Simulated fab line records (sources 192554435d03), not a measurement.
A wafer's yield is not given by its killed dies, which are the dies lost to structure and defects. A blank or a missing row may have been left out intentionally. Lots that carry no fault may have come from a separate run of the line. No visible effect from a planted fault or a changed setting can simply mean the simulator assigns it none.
Code-filled problem report in 8D (eight disciplines) form + flow n5Finfet + the parts of the form that need people (team, actions taken, sign-off) are left out

== 1. THE ISSUE ==
Wafers without a fault read 0.989 a.u., standard deviation 0.021; oesProductAu at N5_FIN_SAQP_ETCH_64 reads a mean of 1.255 a.u. on 3 wafers belonging to 2 lots. Relative to the usual mean, that is a shift of +13 standard deviations.
The step: etches SiO2 in CF4, target depth 1.5 nm.
First observed at day 5 13:27: wafer L840.4, on rieSi-01. At this step, 18 wafers from 6 lots have a number in the record. By rule, "out" or "out of limits" means more than 4 standard deviations away from the usual mean. All remaining wafers that have a number are taken as sound.

== 2. WHAT IT IS, AND WHAT IT ISN'T ==
| question                    | is                     | is not                                                                    |
|-----------------------------|------------------------|---------------------------------------------------------------------------|
| which readings at this step | oesProductAu           | drypumpMotorCurrentA, throttleValvePct                                    |
| which lots                  | L840, L842             | L833, L835, L836, L849                                                    |
| which wafers of those lots  | L840.4, L842.3, L842.4 | L840.2, L840.6, L842.5                                                    |
| read on which tools         | rieSi-01               | rieSi-02, rieSi-03                                                        |
| when                        | from day 5 13:27       | up to then (11 sound wafers); but 4 sound wafers of L842, L849 came after |

== 3. SUSPECTS, AND WHAT RULES EACH OUT ==
Counting: a tool at a process step up to the reading stays a suspect if it ran every lot that is out. Sound lots after the first of them don't rule it out here, since some wafers of a struck lot are sound.
- aldSin-02 at N5_FIN_SAQP_SPACER2_ALD_28 (deposits SiO2, target thk 8.1 nm, pulse time 1 s, purge time 2 s): kept. Every lot that is out went through it, the first being L840 (day 5 12:37); the last sound lot it ran before that was L835 (day 4 07:15).
- rieDiel-06 at N5_FIN_SAQP_HM_OPEN_33 (chemistry CH3F/O2, target SiNx, target depth 49.4 nm, time 70.6 s): kept. It ran every lot that is out, first L840 (day 5 13:11).
- rieSi-01 at N5_FIN_SAQP_ETCH_64 (etches SiO2 in CF4, target depth 1.5 nm): kept. Every lot that is out went through it, the first being L840 (day 5 13:27); the last sound lot it ran before that was L836 (day 4 14:14). Its own readings are out on those wafers: oesProductAu.
Still standing after the count: aldSin-02 at N5_FIN_SAQP_SPACER2_ALD_28, rieDiel-06 at N5_FIN_SAQP_HM_OPEN_33, rieSi-01 at N5_FIN_SAQP_ETCH_64.

== 4. THE CAUSE (what the simulator had put in) ==
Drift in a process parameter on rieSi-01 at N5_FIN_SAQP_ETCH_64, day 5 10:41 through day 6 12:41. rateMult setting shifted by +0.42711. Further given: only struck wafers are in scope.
Counting leaves 3 suspects; this tool is one of them.

== 5. SEQUENCE OF EFFECTS, ordered by route ==
Each row: a reading whose mean over the struck wafers that have a number lies more than 3 standard deviations from the usual. Only readings whose record carries a usual standard deviation are examined. hours: median over the lots of the time between each lot's start at the first step of this table that gives one and its start at this step. sigmas: the change, counted in usual standard deviations.
| hours | step                | reading      | usual      | on struck wafers | change | sigmas |
|-------|---------------------|--------------|------------|------------------|--------|--------|
| 0     | N5_FIN_SAQP_ETCH_64 | oesProductAu | 0.989 a.u. | 1.255            | +0.266 | +13    |
It contains these process steps:
- N5_FIN_SAQP_ETCH_64: etches SiO2 in CF4, target depth 1.5 nm.
Later steps that measure or inspect, where all struck wafers having a row at the step show a number for every such reading and not one has moved that far: N5_BEOL_M4_RC_MEAS_101.

== 6. HOW IT WOULD HAVE BEEN CAUGHT EARLIER ==
In this record the first reading out of limits was taken at day 5 13:27, 3 hours after the fault began at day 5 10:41.
